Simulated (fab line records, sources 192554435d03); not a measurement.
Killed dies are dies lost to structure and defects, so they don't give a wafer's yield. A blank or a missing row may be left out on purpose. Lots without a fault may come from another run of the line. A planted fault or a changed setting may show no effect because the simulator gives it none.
Chamber matching | flow n5_finfet | N5_GATE_CUT_HM_DEP_46 on pecvd-03: 3 sister chambers
The step deposits SiO2 from TEOS/O2, target thk 130 nm, time 26.6 s. 22 wafers are shown with their chamber, then 11 later ones without.

WAFERS WITH THEIR CHAMBER
wafer  | chamber | throttle_valve_pct (%) | showerhead_plenum_p_Torr (Torr) | heater_power_w (W)
L075.1 | 0       | 20.5                   | 8.33                            | 528
L075.2 | 1       | 18.9                   | 8.31                            | 495
L075.5 | 0       | 20.6                   | 8.30                            | 552
L078.2 | 0       | 20.4                   | 8.29                            | 491
L078.3 | 2       | 17.9                   | 8.41                            | 640
L078.4 | 0       | 20.6                   | 8.28                            | 494
L081.3 | 2       | 17.8                   | 8.38                            | 578
L081.4 | 2       | 17.8                   | 8.42                            | 586
L081.6 | 0       | 20.6                   | 8.31                            | 487
L084.2 | 2       | 17.8                   | 8.40                            | 636
L084.3 | 1       | 18.9                   | 8.29                            | 507
L084.4 | 1       | 18.6                   | 8.31                            | 502
L086.1 | 2       | 18.1                   | 8.41                            | 498
L086.2 | 1       | 18.9                   | 8.31                            | 499
L086.6 | 1       | 18.8                   | 8.31                            | 500
L088.2 | 0       | 20.8                   | 8.31                            | 586
L088.5 | 2       | 17.8                   | 8.42                            | 541
L088.6 | 1       | 19.1                   | 8.32                            | 515
L089.1 | 0       | 20.4                   | 8.30                            | 584
L089.4 | 0       | 20.6                   | 8.29                            | 593
L089.6 | 2       | 17.9                   | 8.41                            | 596
L093.2 | 1       | 18.8                   | 8.29                            | 507

SIGNATURES (means of the wafers above)
reading                  | chamber 0 | chamber 1 | chamber 2 | scatter within a chamber
throttle_valve_pct       | 20.562    | 18.857    | 17.871    | 0.132
showerhead_plenum_p_Torr | 8.3012    | 8.3057    | 8.4071    | 0.0138
heater_power_w           | 539.38    | 503.57    | 582.14    | 39.7
Rule: a wafer's distance from a chamber is the root of the sum, over the readings, of the square of ((its reading less the chamber's mean) divided by the reading's scatter). The wafer belongs to the nearest chamber; if the next one is less than 2 further off, it can't be placed. The scatter: the root of (the sum of the squares of (reading less its chamber's mean) over the shown wafers, divided by (wafers less chambers)).

WAFERS WITHOUT THEIR CHAMBER
wafer  | throttle_valve_pct (%) | showerhead_plenum_p_Torr (Torr) | heater_power_w (W)
L093.3 | 18.1                   | 8.42                            | 613
L093.5 | 18.2                   | 8.30                            | 521
L094.1 | 18.0                   | 8.40                            | 643
L094.2 | 18.3                   | 8.29                            | 487
L094.3 | 20.5                   | 8.33                            | 535
L094.4 | 18.0                   | 8.40                            | 638
L094.5 | 18.7                   | 8.33                            | 479
L094.6 | 20.6                   | 8.30                            | 547
L095.1 | 17.9                   | 8.42                            | 614
L095.2 | 18.5                   | 8.30                            | 411
L095.5 | 18.6                   | 8.29                            | 415

WHICH CHAMBER EACH WENT THROUGH
wafer  | from the rows above | in truth
L093.3 | 2                   | 2
L093.5 | 1                   | 1
L094.1 | 2                   | 2
L094.2 | 1                   | 1
L094.3 | 0                   | 0
L094.4 | 2                   | 2
L094.5 | 1                   | 1
L094.6 | 0                   | 0
L095.1 | 2                   | 2
L095.2 | 1                   | 1
L095.5 | 1                   | 1
Placed correctly: 11 of 11. Can't be placed from these rows: 0. Placed wrongly: 0.
